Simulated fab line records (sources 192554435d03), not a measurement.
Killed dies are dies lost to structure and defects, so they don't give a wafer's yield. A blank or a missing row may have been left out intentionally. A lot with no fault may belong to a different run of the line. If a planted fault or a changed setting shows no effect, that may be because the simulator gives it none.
Split-lot trial | flow n5Finfet | 7 lots, 39 wafers read, on a route of 1938 steps

THE SPLIT
At N5_DUMMY_GATE_ETCH_44 (etches poly-Si in HBr/O2, stops on SiO2, target depth 127.5 nm), the setting targetDepthA was moved away from the recipe's 1275 angstrom on 12 of the 39 wafers read, by -12.0% to +4.5%. The other wafers ran this setting at the recipe's value.

The reading comes from the split's own step.

THE READING
oesProductAu, in a.u., at N5_DUMMY_GATE_ETCH_44 (etches poly-Si in HBr/O2, stops on SiO2, target depth 127.5 nm). Fault-free wafers of this fab line usually give 0.728 a.u., standard deviation 0.012 a.u.

wafer  | tool, chamber at the split | targetDepthA as run, angstrom | against the recipe | oesProductAu, a.u. | against lot-mates on the recipe
L075.1 | rieSi-04, 1                | 1275                          | recipe             | 0.722              | -
L075.2 | rieSi-04, 2                | 1122                          | -12.0%             | 0.810              | +0.087
L075.3 | rieSi-04, 0                | 1122                          | -12.0%             | 0.781              | +0.058
L075.4 | rieSi-04, 3                | 1122                          | -12.0%             | 0.764              | +0.041
L075.5 | rieSi-04, 3                | 1275                          | recipe             | 0.730              | -
L075.6 | rieSi-04, 0                | 1275                          | recipe             | 0.716              | -
L078.1 | rieSi-04, 1                | 1275                          | recipe             | 0.732              | -
L078.2 | rieSi-04, 2                | 1179                          | -7.5%              | 0.771              | +0.047
L078.3 | rieSi-04, 3                | 1275                          | recipe             | 0.722              | -
L078.4 | rieSi-04, 0                | 1179                          | -7.5%              | 0.754              | +0.030
L078.5 | rieSi-04, 0                | 1275                          | recipe             | 0.719              | -
L078.6 | rieSi-04, 1                | 1179                          | -7.5%              | 0.758              | +0.034
L082.2 | rieSi-01, 3                | 1275                          | recipe             | 0.720              | -
L082.5 | rieSi-01, 2                | 1275                          | recipe             | 0.713              | -
L082.6 | rieSi-01, 1                | 1275                          | recipe             | 0.718              | -
L083.1 | rieSi-05, 0                | 1332                          | +4.5%              | 0.706              | -0.028
L083.2 | rieSi-05, 2                | 1332                          | +4.5%              | 0.699              | -0.035
L083.3 | rieSi-05, 1                | 1332                          | +4.5%              | 0.736              | +0.002
L083.4 | rieSi-05, 3                | 1275                          | recipe             | 0.741              | -
L083.5 | rieSi-05, 1                | 1275                          | recipe             | 0.739              | -
L083.6 | rieSi-05, 0                | 1275                          | recipe             | 0.723              | -
L090.1 | rieSi-04, 3                | 1275                          | recipe             | 0.724              | -
L090.2 | rieSi-04, 1                | 1126                          | -11.7%             | 0.784              | +0.065
L090.3 | rieSi-04, 2                | 1126                          | -11.7%             | 0.778              | +0.059
L090.4 | rieSi-04, 0                | 1275                          | recipe             | 0.716              | -
L090.5 | rieSi-04, 2                | 1126                          | -11.7%             | 0.793              | +0.074
L090.6 | rieSi-04, 3                | 1275                          | recipe             | 0.717              | -
L092.1 | rieSi-04, 1                | 1275                          | recipe             | 0.740              | -
L092.2 | rieSi-04, 2                | 1275                          | recipe             | 0.753              | -
L092.3 | rieSi-04, 0                | 1275                          | recipe             | 0.716              | -
L092.4 | rieSi-04, 2                | 1275                          | recipe             | 0.749              | -
L092.5 | rieSi-04, 1                | 1275                          | recipe             | 0.738              | -
L092.6 | rieSi-04, 0                | 1275                          | recipe             | 0.727              | -
L094.1 | rieSi-05, 1                | 1275                          | recipe             | 0.764              | -
L094.2 | rieSi-05, 3                | 1275                          | recipe             | 0.743              | -
L094.3 | rieSi-05, 2                | 1275                          | recipe             | 0.714              | -
L094.4 | rieSi-05, 0                | 1275                          | recipe             | 0.726              | -
L094.5 | rieSi-05, 1                | 1275                          | recipe             | 0.741              | -
L094.6 | rieSi-05, 0                | 1275                          | recipe             | 0.730              | -

THE FIT
A straight line over all 39 wafers: oesProductAu changes by -0.00451 a.u. for each +1% of targetDepthA; r = -0.85; the points scatter about the line by 0.014 a.u.
The same after taking each lot's own level away (the mean of its wafers on the recipe; 39 wafers): -0.00526 a.u. for each +1%; r = -0.91; scatter 0.012 a.u.
On that fit, the largest move of targetDepthA shifts the reading by 0.063 a.u.
Measured against the standard deviation above, the lots' own levels, which go from 0.7170 to 0.7372 a.u., span 1.7 times it.
Thus the slope moves with the lot-to-lot level: the two fits are different.
Check: with one of the wafers moved furthest among these (-12.0%) left out of the fit, the line predicts +0.0597 a.u. for it against its lot-mates. It came out at +0.0873 a.u. against them.
Tool readings at the split's step, against how far the setting was moved: oesProductAu r = -0.85.

FURTHER SPLITS ON THESE WAFERS
Other splits were also applied to these wafers ahead of the reading. Each is held against what the fit with the lots' levels taken away leaves over:
other split on the same wafers       | wafers away from the commonest value | r with oesProductAu (lot level and that fit taken away)
N5_FIN_SAQP_SPACER1_ALD_24 aldCycles | 12                                   | +0.15
N5_DUMMY_GATE_ETCH_32 timeS          | 15                                   | -0.08

FILE'S OWN FIT
oesProductAu changes by -0.00528 a.u. for each +1% of targetDepthA, r = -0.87.
